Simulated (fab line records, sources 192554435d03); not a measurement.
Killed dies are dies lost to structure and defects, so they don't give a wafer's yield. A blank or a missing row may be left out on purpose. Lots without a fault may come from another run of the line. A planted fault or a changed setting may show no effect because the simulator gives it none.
One fault seen from 2 desks | flow n5_finfet | each desk has only its own numbers; what lay behind them comes last

THE TOOL OWNER'S DESK: rie_si-05
The tool's own readings at N5_BEOL_M0_SAQP_MANDREL_ETCH_103 (etches a-Si in HBr/Cl2, stops on SiCN, target depth 45 nm, bt time 10 s, time 27 s): means of the sampled wafers that have a number, for each lot that ran on this tool. A lot is out of limits, marked OUT, if its mean lies more than 4 standard deviations from the usual mean; the brackets give that distance.
Columns: A = drypump_motor_current_A at N5_BEOL_M0_SAQP_MANDREL_ETCH_103, usual 5.70 A; B = oes_product_au at N5_BEOL_M0_SAQP_MANDREL_ETCH_103, usual 0.684 a.u.; C = throttle_valve_pct at N5_BEOL_M0_SAQP_MANDREL_ETCH_103, usual 35.3 %
lot  | first seen here | A    | B     | C
L495 | day 6 19:41     | 5.70 | 0.678 | 35.0
L497 | day 7 04:08     | 5.70 | 0.681 | 34.9
This desk's finding: nothing out of limits on any of the 2 lots.

THE METROLOGY DESK
What the gauges read, lot by lot, whatever tool the lot ran on: means of the sampled wafers that have a number. A lot is out of limits, marked OUT, if its mean lies more than 4 standard deviations from the usual mean; the brackets give that distance. Of its 10 readings 7 are shown: those that lie furthest out on some lot.
Columns: A = IOFF_N at N5_BEOL_M4_RC_MEAS_101, usual 0.16 nA/um; B = IOFF_P at N5_BEOL_M4_RC_MEAS_101, usual 0.21 nA/um; C = ION_N at N5_BEOL_M4_RC_MEAS_101, usual 671 uA/um; D = ION_P at N5_BEOL_M4_RC_MEAS_101, usual 460 uA/um; E = SS_P at N5_BEOL_M4_RC_MEAS_101, usual 73.2 mV/dec; F = VT_N at N5_BEOL_M4_RC_MEAS_101, usual 250 mV; G = VT_P at N5_BEOL_M4_RC_MEAS_101, usual -251 mV
lot  | first seen here | A    | B    | C   | D   | E    | F   | G
L490 | day 7 18:34     | 0.16 | 0.19 | 665 | 454 | 73.1 | 248 | -254
L494 | day 8 17:10     | 0.14 | 0.19 | 671 | 459 | 72.9 | 252 | -252
L495 | day 8 19:20     | 0.21 | 0.22 | 682 | 461 | 73.5 | 247 | -251
L497 | day 9 14:58     | 0.13 | 0.15 | 665 | 451 | 72.8 | 252 | -256
L507 | day 12 05:04    | 0.18 | 0.24 | 690 | 471 | 73.9 | 246 | -248
L508 | day 12 10:28    | 0.22 | 0.28 | 691 | 469 | 74.2 | 244 | -246
L510 | day 12 19:54    | 0.16 | 0.23 | 671 | 463 | 73.7 | 249 | -248
L513 | day 13 12:32    | 0.14 | 0.19 | 668 | 459 | 73.2 | 252 | -252
This desk's finding: nothing out of limits on any of the 8 lots.

PUT TOGETHER
The tool owner's desk saw nothing out of limits.
The metrology desk saw nothing out of limits.

WHAT THE SIMULATOR HAD PUT IN
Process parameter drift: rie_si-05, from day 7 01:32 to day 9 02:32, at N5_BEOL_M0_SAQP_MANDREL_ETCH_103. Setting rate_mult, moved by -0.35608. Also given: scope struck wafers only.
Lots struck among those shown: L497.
